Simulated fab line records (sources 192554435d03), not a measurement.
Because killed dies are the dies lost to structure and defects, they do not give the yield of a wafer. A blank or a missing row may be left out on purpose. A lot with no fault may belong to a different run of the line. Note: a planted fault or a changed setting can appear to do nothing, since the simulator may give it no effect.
fab line records	flow n5Finfet
[record] lots = 14	wafers = 42	lastDay = 18
route steps=1938 shown BEOL_M13@1699 PAD_METAL@1894 PASSIVATION@1936
lots that met no fault: taken from a fault-free run of the same line
startH: hours from the record's opening day to when the first of the lot's shown wafers began	waitH: hours from the lot's prior step to this one	" unchanged from the row above	L1.1+2: a row that stands for several wafers	- either no value or no given start	* or withheld: withheld	< > ~ a bound
route shown NAME@n: names a module that has steps shown in the file, with the first one's number in the route	usual: mean/standard deviation of fault-free wafers	same: alike in all rows	chamber/n: place in a boat	sites: per-site readings	_std_site: the standard deviation of these	_edge_site: outer sites' mean less inner sites'	radiusMm: for every site, how far away it sits from the centre of the wafer	mask NAME#n: copy n	behind: the tool/chamber that last shaped the wafer	hold: cause of the lot's hold/its duration in hours/its outcome	device: the n, p or np transistor that did not switch	end of line: tests run on the same wafers once the route is complete	where a step has no rows: the recipe by itself	killed: dies lost to structure and defects at the first sort, not the wafer's yield	map: per-die view of a wafer (x killed, . not killed, _ where there is no die)
set.NAME: the run value of the setting; set.NAME@STEP: its run value at that earlier step	model.NAME: the simulator's own value behind a step, which no gauge read
steps of the route over a sample of lots; a table a step, a row a wafer
services: a tool's chamber out of use, with start hour (startH, from the record's first day; less than 0 if before it), hours out, and reason
[[steps]]
[step N5_BEOL_M13_STRIP_37]
[recipe] chemistry = N2/H2	powerW = 1000	tempC = 250	h2Frac = 0.65	overashFraction = 0.3	pressureMtorr = withheld	n2FlowSccm = 1750	h2FlowSccm = 3250
[usual] drypumpMotorCurrentA = 5.8/0.44	heaterPowerW = 364/43	oesProductAu = 0.785/0.011
lot.wafer	tool	chamber	startH	waitH	drypumpMotorCurrentA	heaterPowerW	oesProductAu	rfHoursCounterH
L896.1	plasmaAsher-01	1	262.77	0.1	6.0	345	0.802	124
L896.3	"	1	"	"	6.0	343	0.782	-
L896.6	"	0	"	"	5.7	290	0.767	-
L897.1	plasmaAsher-01	1	270.24	0.0	6.0	346	0.787	126
L897.3	"	1	"	"	6.0	338	0.807	-
L897.6	"	1	"	"	6.0	341	0.782	-
L898.3	plasmaAsher-01	1	289.79	0.1	6.0	345	0.780	-
L898.4	"	0	"	"	5.7	291	0.795	-
L898.5	"	0	"	"	5.7	292	0.797	-
L901.2	plasmaAsher-01	1	293.32	0.0	6.0	340	0.761	130
L901.3	"	1	"	"	6.0	338	0.788	-
L901.5	"	0	"	"	5.7	295	0.774	-
L894.1	plasmaAsher-02	1	301.32	0.0	5.2	393	0.801	84
L894.5	"	1	"	"	5.2	390	0.805	-
L894.6	"	0	"	"	6.3	400	0.775	-
L904.1	plasmaAsher-02	1	310.99	0.0	5.2	386	0.797	86
L904.2	"	0	"	"	6.3	395	0.791	86
L904.6	"	1	"	"	5.2	398	0.780	-
L905.2	plasmaAsher-01	1	313.60	0.0	6.0	341	0.808	135
L905.3	"	1	"	"	6.0	345	0.784	-
L905.6	"	0	"	"	5.7	293	0.799	-
L908.2	plasmaAsher-01	0	350.20	0.0	5.7	298	0.773	142
L908.3	"	0	"	"	5.6	288	0.788	-
L908.5	"	0	"	"	5.7	293	0.769	-
L909.2	plasmaAsher-02	1	356.70	0.0	5.2	390	0.790	94
L909.3	"	1	"	"	5.2	384	0.772	-
L909.4	"	0	"	"	6.3	399	0.791	-
L911.3	plasmaAsher-02	0	366.56	0.1	6.3	404	0.797	-
L911.5	"	1	"	"	5.2	381	0.785	-
L911.6	"	0	"	"	6.3	400	0.785	-
L910.1	plasmaAsher-02	0	367.44	0.0	6.3	412	0.775	96
L910.4	"	1	"	"	5.2	409	0.790	-
L910.5	"	0	"	"	6.3	399	0.790	-
L912.3	plasmaAsher-02	0	370.33	0.1	6.3	403	0.772	-
L912.4	"	1	"	"	5.2	388	0.782	-
L912.6	"	0	"	"	6.3	396	0.778	-
L915.2	plasmaAsher-02	0	396.24	0.2	6.3	405	0.795	103
L915.3	"	1	"	"	5.2	393	0.781	-
L915.4	"	0	"	"	6.3	401	0.787	-
L917.2	plasmaAsher-02	1	400.85	0.0	5.2	400	0.785	104
L917.4	"	0	"	"	6.3	407	0.775	-
L917.5	"	1	"	"	5.2	393	0.788	-
[step N5_PASSIVATION_PRE_CLEAN_19]
[recipe] gas = H2/He	timeS = *	tempC = *
[usual] heaterPowerW = 440/36
lot.wafer	tool	chamber	startH	waitH	heaterPowerW
L896.1	pvdSputter-01	-	282.90	0.0	456
L896.3	"	-	"	"	458
L896.6	"	-	"	"	460
L897.1	pvdSputter-03	-	294.78	0.0	452
L897.3	"	-	"	"	440
L897.6	"	-	"	"	451
L898.3	pvdSputter-01	-	316.44	0.0	457
L898.4	"	-	"	"	449
L898.5	"	-	"	"	481
L901.2	pvdSputter-02	-	325.67	0.0	407
L901.3	"	-	"	"	531
L901.5	"	-	"	"	408
L894.1	pvdSputter-02	-	326.09	0.0	409
L894.5	"	-	"	"	407
L894.6	"	-	"	"	518
L904.1	pvdSputter-03	-	331.28	0.0	393
L904.2	"	-	"	"	449
L904.6	"	-	"	"	446
L905.2	pvdSputter-02	-	336.61	0.0	405
L905.3	"	-	"	"	517
L905.6	"	-	"	"	403
L908.2	pvdSputter-03	-	376.62	0.0	386
L908.3	"	-	"	"	459
L908.5	"	-	"	"	396
L909.2	pvdSputter-03	-	380.34	0.0	399
L909.3	"	-	"	"	458
L909.4	"	-	"	"	447
L911.3	pvdSputter-02	-	388.52	0.0	507
L911.5	"	-	"	"	413
L911.6	"	-	"	"	509
L910.1	pvdSputter-01	-	391.82	0.0	456
L910.4	"	-	"	"	435
L910.5	"	-	"	"	453
L912.3	pvdSputter-03	-	392.74	0.0	440
L912.4	"	-	"	"	435
L912.6	"	-	"	"	406
L915.2	pvdSputter-03	-	422.74	0.0	463
L915.3	"	-	"	"	382
L915.4	"	-	"	"	430
L917.2	pvdSputter-03	-	426.95	0.0	415
L917.4	"	-	"	"	391
L917.5	"	-	"	"	393
[step N5_PASSIVATION_PROBE_49]
[usual] defectLimitedYield = 91.7/1.5	killed_at_M0_to_M3 = 32/10	killed_at_M4_up = 14/5.3	killedAtContacts = 13/5.7	killedAtFrontEnd = 37/10	killedAtOther = 3.3/2.5	killedDies = 98/18	killedOpen = 65/13	killedShort = 31/7.5	sort_bin_5_function = 4.9/0.91	sort_bin_6_memory = 3.1/0.71	sort_bin_8_speed = 0.00/0.017	sortNPass = 1082/18	sortYieldPct = 91.7/1.5
[same] grossDies = 1180	killedAtBackSide = 0	sort_bin_4_leakage[%] = 0
lot.wafer	tool	chamber	startH	waitH	defectLimitedYield[%]	killed_at_M0_to_M3	killed_at_M4_up	killedAtContacts	killedAtFrontEnd	killedAtOther	killedDies	killedOpen	killedShort	sort_bin_5_function[%]	sort_bin_6_memory[%]	sort_bin_8_speed[%]	sortNPass	sortYieldPct[%]
L898.3	prober-01	-	322.60	0.1	92.6	33	10	6	36	2	87	59	28	4.2	3.0	0	1093	92.6
L898.4	prober-01	-	322.65	0.2	92.0	28	17	16	32	1	94	69	22	4.3	3.5	0	1086	92.0
L898.5	prober-01	-	322.70	0.2	90.8	43	9	13	44	0	109	81	27	5.3	4.0	0	1071	90.8
L901.2	prober-02	-	331.64	0.1	88.9	52	31	7	36	5	131	85	46	6.8	3.8	0	1049	88.9
L901.3	prober-02	-	331.69	0.1	89.8	40	12	17	46	5	120	81	39	6.0	3.9	0	1060	89.8
L901.5	prober-02	-	331.79	0.2	91.8	30	12	15	38	2	97	66	30	4.6	3.5	0	1083	91.8
L905.2	prober-01	-	342.45	0.1	91.4	37	18	13	26	7	101	59	37	6.0	2.0	0	1079	91.4
L905.3	prober-01	-	342.50	0.1	91.7	29	10	12	42	5	98	58	37	4.7	3.1	0	1082	91.7
L905.6	prober-01	-	342.65	0.3	84.9	26	112	20	15	5	178	59	22	9.3	4.5	0	1002	84.9
L908.2	prober-01	-	382.35	0.1	85.3	13	110	6	40	4	173	45	25	8.9	4.2	0	1007	85.3
L908.3	prober-01	-	382.40	0.1	84.3	22	115	14	30	4	185	59	24	9.8	4.6	0	995	84.3
L908.5	prober-01	-	382.50	0.2	85.2	25	119	10	18	3	175	51	24	9.4	3.9	0	1005	85.2
L911.5	prober-02	-	394.47	0.2	90.9	37	20	15	29	6	107	63	38	5.0	3.7	0	1073	90.9
L910.5	prober-01	-	397.70	0.2	89.7	46	8	12	55	1	122	88	32	6.1	4.0	0	1058	89.7
L912.3	prober-02	-	399.07	0.1	94.7	26	10	13	11	3	63	42	21	3.1	2.0	0	1117	94.7
L912.4	prober-02	-	399.12	0.2	93.3	36	9	10	23	1	79	47	32	3.5	3.1	0	1101	93.3
L915.2	prober-02	-	428.52	0.1	91.3	28	16	10	44	5	103	74	29	5.1	3.3	0	1077	91.3
L915.3	prober-02	-	428.57	0.1	89.9	47	11	10	48	3	119	82	33	5.3	4.2	0	1061	89.9
L915.4	prober-02	-	428.62	0.2	90.0	39	20	9	46	4	118	85	33	5.8	4.1	0	1062	90.0
// killed by level:class
L898.3 BEOL_M2:geometricParticle:open=12 FIN_SAQP:geometricParticle:open=8 FIN_SAQP:geometricParticle:short=6 MOL_CONTACT_COAG:geometricParticle:open=6 BEOL_M1:geometricParticle:open=6 BEOL_M0_SAQP:geometricParticle:short=5 BEOL_M4:geometricParticle:open=5 DUMMY_GATE:geometricParticle:open=4
L898.4 MOL_CONTACT_COAG:geometricParticle:open=11 BEOL_M2:geometricParticle:open=10 BEOL_M4:geometricParticle:open=9 STI_FIN_REVEAL:geometricParticle:open=8 FIN_SAQP:geometricParticle:open=7 MOL_CONTACT_COAG:geometricParticle:short=5 BEOL_M0_SAQP:geometricParticle:open=5 BEOL_M1:geometricParticle:short=4
L898.5 FIN_SAQP:geometricParticle:open=17 BEOL_M1:geometricParticle:open=14 BEOL_M2:geometricParticle:open=11 MOL_CONTACT_COAG:geometricParticle:open=10 FIN_SAQP:geometricParticle:short=7 GATE_CUT:geometricParticle:open=6 BEOL_M2:geometricParticle:short=5 BEOL_M4:geometricParticle:open=5
L901.2 BEOL_M0_SAQP:geometricParticle:short=17 BEOL_M1:geometricParticle:open=10 BEOL_M4:geometricParticle:open=10 BEOL_M0_SAQP:geometricParticle:open=9 MOL_CONTACT_COAG:geometricParticle:open=7 BEOL_M3:geometricParticle:open=7 BEOL_M5:geometricParticle:open=6 STARTING-WAFER:geometricParticle:open=6
L901.3 MOL_CONTACT_COAG:geometricParticle:open=14 BEOL_M0_SAQP:geometricParticle:short=13 BEOL_M2:geometricParticle:open=9 FIN_SAQP:geometricParticle:open=8 STI_FIN_REVEAL:geometricParticle:open=8 DUMMY_GATE:geometricParticle:open=8 BEOL_M1:geometricParticle:open=6 BEOL_M4:geometricParticle:open=6
L901.5 STI_FIN_REVEAL:geometricParticle:open=12 MOL_CONTACT_COAG:geometricParticle:open=10 BEOL_M2:geometricParticle:open=9 GATE_CUT:geometricParticle:short=8 BEOL_M0_SAQP:geometricParticle:short=8 BEOL_M3:geometricParticle:open=6 MOL_CONTACT_COAG:geometricParticle:short=5 BEOL_M4:geometricParticle:open=5
L905.2 BEOL_M0_SAQP:geometricParticle:open=12 BEOL_M0_SAQP:geometricParticle:short=11 MOL_CONTACT_COAG:geometricParticle:open=10 DUMMY_GATE:geometricParticle:open=6 BEOL_M3:geometricParticle:open=6 BEOL_M4:geometricParticle:open=6 STARTING-WAFER:geometricParticle:short=6 HKMG_FIN:areaEtch=4
L905.3 FIN_SAQP:geometricParticle:open=12 BEOL_M0_SAQP:geometricParticle:short=11 MOL_CONTACT_COAG:geometricParticle:open=8 FIN_SAQP:geometricParticle:short=7 BEOL_M0_SAQP:geometricParticle:open=7 STI_FIN_REVEAL:geometricParticle:open=6 STI_FIN_REVEAL:geometricParticle:short=5 BEOL_M0:geometricParticle:open=4
L905.6 BEOL_M13:unspecified=97 MOL_CONTACT_COAG:geometricParticle:open=17 BEOL_M4:geometricParticle:open=10 BEOL_M0_SAQP:geometricParticle:open=9 BEOL_M0_SAQP:geometricParticle:short=8 BEOL_M5:geometricParticle:open=4 FIN_SAQP:geometricParticle:open=3 STI_FIN_REVEAL:geometricParticle:open=3
L908.2 BEOL_M13:unspecified=93 FIN_SAQP:geometricParticle:open=11 FIN_SAQP:geometricParticle:short=7 BEOL_M1:geometricParticle:open=6 STI_FIN_REVEAL:geometricParticle:open=5 BEOL_M4:geometricParticle:open=5 MOL_CONTACT_COAG:geometricParticle:short=4 BEOL_M5:geometricParticle:open=4
L908.3 BEOL_M13:unspecified=100 MOL_CONTACT_COAG:geometricParticle:open=10 FIN_SAQP:geometricParticle:open=7 STI_FIN_REVEAL:geometricParticle:open=7 BEOL_M2:geometricParticle:open=7 GATE_CUT:geometricParticle:short=6 BEOL_M0_SAQP:geometricParticle:open=5 MOL_CONTACT_COAG:geometricParticle:short=4
L908.5 BEOL_M13:unspecified=96 BEOL_M4:geometricParticle:open=10 MOL_CONTACT_COAG:geometricParticle:open=7 BEOL_M1:geometricParticle:open=7 FIN_SAQP:geometricParticle:open=6 BEOL_M7:geometricParticle:open=5 MOL_CONTACT_COAG:geometricParticle:short=3 BEOL_M0_SAQP:geometricParticle:short=3
L911.5 MOL_CONTACT_COAG:geometricParticle:open=12 BEOL_M0_SAQP:geometricParticle:short=11 BEOL_M0_SAQP:geometricParticle:open=9 BEOL_M1:geometricParticle:open=6 BEOL_M5:geometricParticle:open=6 DUMMY_GATE:geometricParticle:open=5 GATE_CUT:geometricParticle:short=5 BEOL_M4:geometricParticle:open=5
L910.5 FIN_SAQP:geometricParticle:open=22 STI_FIN_REVEAL:geometricParticle:open=13 BEOL_M3:geometricParticle:open=11 MOL_CONTACT_COAG:geometricParticle:open=10 BEOL_M0_SAQP:geometricParticle:open=10 BEOL_M0_SAQP:geometricParticle:short=9 FIN_SAQP:geometricParticle:short=7 BEOL_M3:geometricParticle:short=6
L912.3 MOL_CONTACT_COAG:geometricParticle:open=11 BEOL_M2:geometricParticle:open=7 BEOL_M4:geometricParticle:open=6 BEOL_M0_SAQP:geometricParticle:short=5 BEOL_M0_SAQP:geometricParticle:open=5 DUMMY_GATE:geometricParticle:open=4 BEOL_M1:geometricParticle:open=3 FIN_SAQP:geometricParticle:short=2
L912.4 BEOL_M2:geometricParticle:open=11 MOL_CONTACT_COAG:geometricParticle:open=9 BEOL_M0_SAQP:geometricParticle:short=9 BEOL_M0_SAQP:geometricParticle:open=6 FIN_SAQP:geometricParticle:short=5 BEOL_M2:geometricParticle:short=5 DUMMY_GATE:geometricParticle:open=4 BEOL_M4:geometricParticle:open=4
L915.2 STI_FIN_REVEAL:geometricParticle:open=14 MOL_CONTACT_COAG:geometricParticle:open=8 BEOL_M3:geometricParticle:open=7 BEOL_M4:geometricParticle:open=6 STI_FIN_REVEAL:geometricParticle:short=5 BEOL_M0_SAQP:geometricParticle:open=5 DUMMY_GATE:geometricParticle:open=4 BEOL_M2:geometricParticle:open=4
L915.3 STI_FIN_REVEAL:geometricParticle:open=13 BEOL_M3:geometricParticle:open=13 BEOL_M2:geometricParticle:open=10 DUMMY_GATE:geometricParticle:open=8 MOL_CONTACT_COAG:geometricParticle:open=8 BEOL_M0_SAQP:geometricParticle:open=6 GATE_CUT:geometricParticle:short=5 BEOL_M0_SAQP:geometricParticle:short=5
L915.4 STI_FIN_REVEAL:geometricParticle:open=15 BEOL_M2:geometricParticle:open=11 MOL_CONTACT_COAG:geometricParticle:open=9 FIN_SAQP:geometricParticle:open=8 BEOL_M1:geometricParticle:open=7 BEOL_M0_SAQP:geometricParticle:short=6 FIN_SAQP:geometricParticle:short=5 BEOL_M4:geometricParticle:open=5
[[services]]
tool	chamber	startH	hours	kind
pvdSputter-03	-	350.34	3.1	repair
plasmaAsher-01	-	386.02	5.7	pm
plasmaAsher-01	-	409.14	2.8	pm
pvdSputter-03	-	424.81	0.5	repair
[[key]]
[firstSign] step = N5_PASSIVATION_PROBE_49	reading = killed_at_M4_up	direction = up	sigmas = 19	usual = 14	struck = 114
[effect] step = N5_PASSIVATION_PROBE_49	reading = killedDies	direction = up	sigmas = 4.5	usual = 98	struck = 178
[moreKillsBornAt] N5_BEOL_M13_STRIP_37@plasmaAsher-01 = 386
metAt N5_BEOL_M13_STRIP_37
struckLots L905,L908
struckWafers L905.6,L908.2,L908.3,L908.5
notActingAt N5_PASSIVATION_PRE_CLEAN_19
onsetBetween 293.32 313.60
[fault] kind = chamberParticleSource	tool = plasmaAsher-01	chamber = 0	onsetH = 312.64	steps = N5_BEOL_M13_STRIP_37	ratePerVisitCm2 = 0.40618	endH = 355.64
